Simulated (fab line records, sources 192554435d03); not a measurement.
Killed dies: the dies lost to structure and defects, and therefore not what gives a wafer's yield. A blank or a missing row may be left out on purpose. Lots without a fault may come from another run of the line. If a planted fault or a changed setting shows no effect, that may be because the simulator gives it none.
Matching of chambers || flow n5 finfet || N5_BEOL_M10_ETCH_62 on rie diel-04 has 4 sister chambers
The step etches SOC in N2/H2, target depth 110 nm, overetch 22 nm, time 165 s. 8 wafers are shown with their chamber, then 7 later ones without.

## WAFERS, EACH WITH ITS CHAMBER
{"wafer": "L086.1", "chamber": 3, "throttle valve pct (%)": 17.20, "showerhead plenum p Torr (Torr)": 2.71}
{"wafer": "L086.3", "chamber": 0, "throttle valve pct (%)": 18.20, "showerhead plenum p Torr (Torr)": 2.69}
{"wafer": "L086.6", "chamber": 0, "throttle valve pct (%)": 18.19, "showerhead plenum p Torr (Torr)": 2.69}
{"wafer": "L087.2", "chamber": 3, "throttle valve pct (%)": 17.18, "showerhead plenum p Torr (Torr)": 2.71}
{"wafer": "L087.5", "chamber": 2, "throttle valve pct (%)": 17.88, "showerhead plenum p Torr (Torr)": 2.66}
{"wafer": "L087.6", "chamber": 1, "throttle valve pct (%)": 17.58, "showerhead plenum p Torr (Torr)": 2.59}
{"wafer": "L092.1", "chamber": 1, "throttle valve pct (%)": 17.62, "showerhead plenum p Torr (Torr)": 2.58}
{"wafer": "L092.2", "chamber": 2, "throttle valve pct (%)": 17.90, "showerhead plenum p Torr (Torr)": 2.65}

## WAFERS MISSING THEIR CHAMBER
{"wafer": "L092.5", "throttle valve pct (%)": 17.20, "showerhead plenum p Torr (Torr)": 2.70}
{"wafer": "L095.2", "throttle valve pct (%)": 17.63, "showerhead plenum p Torr (Torr)": 2.58}
{"wafer": "L095.5", "throttle valve pct (%)": 17.21, "showerhead plenum p Torr (Torr)": 2.70}
{"wafer": "L095.6", "throttle valve pct (%)": 17.91, "showerhead plenum p Torr (Torr)": 2.65}
{"wafer": "L096.4", "throttle valve pct (%)": 17.63, "showerhead plenum p Torr (Torr)": 2.58}
{"wafer": "L096.5", "throttle valve pct (%)": 17.62, "showerhead plenum p Torr (Torr)": 2.58}
{"wafer": "L096.6", "throttle valve pct (%)": 18.22, "showerhead plenum p Torr (Torr)": 2.68}

## WHICH CHAMBER EACH WENT THROUGH
{"wafer": "L092.5", "from the rows above": 3, "in truth": 3}
{"wafer": "L095.2", "from the rows above": 1, "in truth": 1}
{"wafer": "L095.5", "from the rows above": 3, "in truth": 3}
{"wafer": "L095.6", "from the rows above": 2, "in truth": 2}
{"wafer": "L096.4", "from the rows above": 1, "in truth": 1}
{"wafer": "L096.5", "from the rows above": 1, "in truth": 1}
{"wafer": "L096.6", "from the rows above": 0, "in truth": 0}
Correct placement for 7 of the 7. Can't be placed from these rows: 0. Placed wrongly: 0.
How it was worked out, from the rows above alone: a wafer's distance from a chamber is the root of the sum, over the readings, of the square of ((its reading less the chamber's mean) divided by the reading's scatter). If the next closest chamber is less than 2 further off than the closest, the wafer can't be placed; otherwise it belongs to the closest. Each chamber's mean is taken over the wafers shown for it. The scatter: the root of (the sum of the squares of (reading less its chamber's mean) over the shown wafers, divided by (wafers less chambers)).
